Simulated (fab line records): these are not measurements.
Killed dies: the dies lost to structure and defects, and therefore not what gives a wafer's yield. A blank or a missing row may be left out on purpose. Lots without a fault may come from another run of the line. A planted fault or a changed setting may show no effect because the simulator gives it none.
Which tool was responsible? | flow n5 finfet | Sampling: 14 lots, 42 wafers, 2 of 1938 route steps

## WHAT EACH GAUGE READ, for each wafer
N5_BEOL_M15_CD_MEAS_28: target cd 407.6 nm.
lot  | measured     | on        | cd nm (nm)
L138 | day 11 13:31 | cd sem-01 | 409.2 407.2 407.7
L137 | day 11 13:56 | cd sem-02 | 406.8 406.1 406.4
L141 | day 11 23:21 | cd sem-02 | 406.0 409.2 410.9
L139 | day 12 00:17 | cd sem-01 | 409.2 410.7 408.8
L144 | day 13 05:42 | cd sem-01 | 406.1 407.8 408.2
L146 | day 13 22:25 | cd sem-02 | 407.4 407.5 409.1
L145 | day 14 03:58 | cd sem-02 | 409.4 406.9 407.9
L147 | day 14 04:37 | cd sem-03 | 408.9 410.9 412.1
L148 | day 14 04:50 | cd sem-03 | 408.1 410.6 408.2
L149 | day 14 23:19 | cd sem-01 | 411.8 410.4 410.3
L151 | day 15 10:56 | cd sem-03 | 408.1 408.9 407.1
L153 | day 15 11:23 | cd sem-01 | 409.3 410.1 408.1
L158 | day 16 15:31 | cd sem-03 | 407.6 406.0 410.1
L159 | day 17 02:14 | cd sem-03 | 410.8 408.2 406.5

N5_BEOL_M15_THK_MEAS_50: measures by xrf.
lot  | measured     | on            | M15_THK (nm)
L138 | day 11 16:29 | film metro-01 | 866 857 869
L137 | day 11 17:26 | film metro-01 | 844 887 877
L141 | day 12 03:32 | film metro-02 | 859 850 852
L139 | day 12 04:04 | film metro-01 | 875 875 856
L144 | day 13 13:37 | film metro-01 | 865 902 897
L146 | day 14 02:00 | film metro-01 | 881 881 873
L145 | day 14 06:23 | film metro-02 | 867 871 850
L147 | day 14 06:43 | film metro-01 | 874 877 879
L148 | day 14 07:05 | film metro-02 | 861 871 856
L149 | day 15 04:26 | film metro-02 | 876 883 886
L151 | day 15 14:15 | film metro-01 | 852 853 868
L153 | day 15 16:04 | film metro-02 | 870 860 853
L158 | day 16 17:46 | film metro-02 | 876 868 857
L159 | day 17 04:55 | film metro-01 | 891 883 895

## EACH LOT AND THE TOOL THAT RAN IT (in order: tool; ch and the chambers of the sampled wafers; start)
Record: no process step prior to these readings.

## AS READ BY THE TOOLS THEMSELVES (means over the sampled wafers that have a number; for cases with no such wafer, the mark the record gives instead)
The record holds no such reading with a usual standard deviation.

## THE ANSWER, worked out from the rows above alone
Rule: what is usual is taken from the lots themselves. Put in order of their means at a reading, lots are off if they are a third of the lots or fewer, leave a main group of 4 or more, and stand apart from it by a gap of 3 or more times the standard deviation of the main group's means; of several such gaps the widest counts. A main group is skipped when, at the precision printed for the reading in the tables above, its means are all equal. A lot without any number at a reading at which 4 lots or more have one is off too. Where the step has rows for the other lots, those lots are counted as sound. The gauges are gone through in route order, then the tools' own readings, and for those a lot's mean is taken as printed above. At the first step where some lot is off, the reading lying furthest off is the one used; lots without a number count as furthest.
None of the lots is off at any reading shown; this tells nothing.

## WHAT WAS PUT IN BY THE SIMULATOR
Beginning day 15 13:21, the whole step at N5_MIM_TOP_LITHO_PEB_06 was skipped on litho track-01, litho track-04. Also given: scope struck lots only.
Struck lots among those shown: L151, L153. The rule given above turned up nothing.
